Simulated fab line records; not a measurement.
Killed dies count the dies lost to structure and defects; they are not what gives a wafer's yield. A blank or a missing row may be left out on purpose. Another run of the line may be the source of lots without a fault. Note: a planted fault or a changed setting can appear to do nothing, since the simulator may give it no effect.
Split-lot trial | flow n5_finfet | 21 wafers read from 7 lots, route of 1938 steps

## THE SPLIT ITSELF
At N5_BEOL_M0_SAQP_COAT_34 (resist thk 30 nm), the setting spin_rpm was moved away from the recipe's 1500 rpm on 4 of the 21 wafers read, by -5.5% to +8.3%. All remaining wafers had this setting at the recipe value.

Reading taken at the split's own step.

## THE READING
CAR-EUV_of_BEOL_M0_SAQP_COAT_34.thk_nm (the simulator's own value, which no gauge read), in nm, at N5_BEOL_M0_SAQP_COAT_34 (resist thk 30 nm). The file does not state a usual value for it. The 17 wafers here that ran the recipe average 30.1 nm, standard deviation 0.12 nm.

wafer  | tool, chamber at the split | spin_rpm as run, rpm | against the recipe | CAR-EUV_of_BEOL_M0_SAQP_COAT_34.thk_nm, nm | against lot-mates on the recipe
L079.1 | litho_track-02, 0          | 1500                 | recipe             | 30                                         | -
L079.5 | litho_track-02, 0          | 1500                 | recipe             | 30                                         | -
L079.2 | litho_track-02, 0          | 1624                 | +8.3%              | 28.8                                       | -1.2
L088.2 | litho_track-01, 0          | 1500                 | recipe             | 30                                         | -
L088.4 | litho_track-01, 0          | 1418                 | -5.5%              | 31                                         | +0.9
L088.6 | litho_track-01, 0          | 1500                 | recipe             | 30.2                                       | -
L090.1 | litho_track-01, 0          | 1500                 | recipe             | 30.2                                       | -
L090.3 | litho_track-01, 0          | 1500                 | recipe             | 30.2                                       | -
L090.5 | litho_track-01, 0          | 1500                 | recipe             | 30                                         | -
L092.1 | litho_track-02, 0          | 1500                 | recipe             | 30.2                                       | -
L092.2 | litho_track-02, 0          | 1500                 | recipe             | 30.2                                       | -
L092.3 | litho_track-02, 0          | 1500                 | recipe             | 30.2                                       | -
L094.1 | litho_track-02, 0          | 1500                 | recipe             | 29.8                                       | -
L094.4 | litho_track-02, 0          | 1606                 | +7.1%              | 29                                         | -0.8
L094.6 | litho_track-02, 0          | 1606                 | +7.1%              | 29                                         | -0.8
L095.1 | litho_track-01, 0          | 1500                 | recipe             | 30                                         | -
L095.2 | litho_track-01, 0          | 1500                 | recipe             | 30                                         | -
L095.6 | litho_track-01, 0          | 1500                 | recipe             | 30.2                                       | -
L096.1 | litho_track-02, 0          | 1500                 | recipe             | 30                                         | -
L096.3 | litho_track-02, 0          | 1500                 | recipe             | 30                                         | -
L096.6 | litho_track-02, 0          | 1500                 | recipe             | 30                                         | -

THE FIT
A straight line over all 21 wafers: CAR-EUV_of_BEOL_M0_SAQP_COAT_34.thk_nm changes by -0.156 nm for each +1% of spin_rpm; r = -0.97; the points scatter about the line by 0.11 nm.
The same after taking each lot's own level away (the mean of its wafers on the recipe; 21 wafers): -0.133 nm for each +1%; r = -0.98; scatter 0.088 nm.
According to that fit, moving spin_rpm by its largest amount changes the reading by 1.1 nm.
From 29.80 to 30.20 nm: that is the span of the lots' own levels, equal to 3.4 times the standard deviation above.
In other words, the slope is changed by the lot-to-lot level; the two fits disagree.
Check: with one of the wafers moved furthest among these (+8.3%) left out of the fit, the line predicts -1.02 nm for it against its lot-mates. It came out at -1.2 nm against them.

## THE OTHER SPLITS THESE WAFERS WENT THROUGH
Before the reading, these wafers also passed through other splits. Each is held against what the fit with the lots' levels taken away leaves over:
other split on the same wafers      | wafers away from the commonest value | r with CAR-EUV_of_BEOL_M0_SAQP_COAT_34.thk_nm (lot level and that fit taken away)
N5_GATE_CUT_DESCUM_18 time_s        | 8                                    | -0.31
N5_MOL_CONTACT_COAG_PECVD_31 time_s | 9                                    | -0.10
N5_BEOL_M0_SAQP_PECVD_96 time_s     | 7                                    | -0.07
N5_BEOL_M0_SAQP_COAT_08 spin_rpm    | 3                                    | +0.21

## FILE'S OWN FIT
CAR-EUV_of_BEOL_M0_SAQP_COAT_34.thk_nm changes by -0.138 nm for each +1% of spin_rpm, r = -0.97.
